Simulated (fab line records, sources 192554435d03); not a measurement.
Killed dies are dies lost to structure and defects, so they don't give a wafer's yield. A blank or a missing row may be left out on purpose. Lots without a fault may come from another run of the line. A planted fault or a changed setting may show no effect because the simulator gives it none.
Chamber matching | flow n5_finfet | N5_GATE_CUT_CMP_02 on cmp-03: 4 sister chambers
The step polishes, stops on SiO2, t overpolish 12.7 s, target thk 0 nm. 4 wafers are shown with their chamber, then 10 later ones without.

WAFERS WITH THEIR CHAMBER
wafer  | chamber | motor_current_A (A)
L088.2 | 0       | 9.5
L088.6 | 3       | 9.1
L090.2 | 2       | 8.6
L090.4 | 1       | 9.5

WAFERS WITHOUT THEIR CHAMBER
wafer  | motor_current_A (A)
L090.5 | 9.7
L091.2 | 8.8
L091.5 | 9.5
L091.6 | 9.5
L093.1 | 9.5
L093.2 | 8.8
L093.6 | 9.5
L097.2 | 9.0
L097.3 | 9.1
L097.5 | 9.8

WHICH CHAMBER EACH WENT THROUGH
wafer  | from the rows above     | in truth
L090.5 | can't be placed: 0 or 1 | 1
L091.2 | can't be placed: 2 or 3 | 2
L091.5 | can't be placed: 0 or 1 | 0
L091.6 | can't be placed: 0 or 1 | 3
L093.1 | can't be placed: 0 or 1 | 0
L093.2 | can't be placed: 2 or 3 | 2
L093.6 | can't be placed: 0 or 1 | 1
L097.2 | 3                       | 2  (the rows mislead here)
L097.3 | 3                       | 3
L097.5 | can't be placed: 0 or 1 | 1
Placed correctly: 1 of 10. Can't be placed from these rows: 8 (the true chamber is among the candidates in 7). Placed wrongly: 1.
How it was worked out, from the rows above alone: a wafer's distance from a chamber is the root of the sum, over the readings, of the square of ((its reading less the chamber's mean) divided by the reading's scatter). The wafer belongs to the nearest chamber; if the next one is less than 2 further off, it can't be placed. A chamber's mean is the mean of its shown wafers. The scatter: with one shown wafer a chamber, the root of the mean of the squares of how far each hidden wafer lies from its nearest shown one.
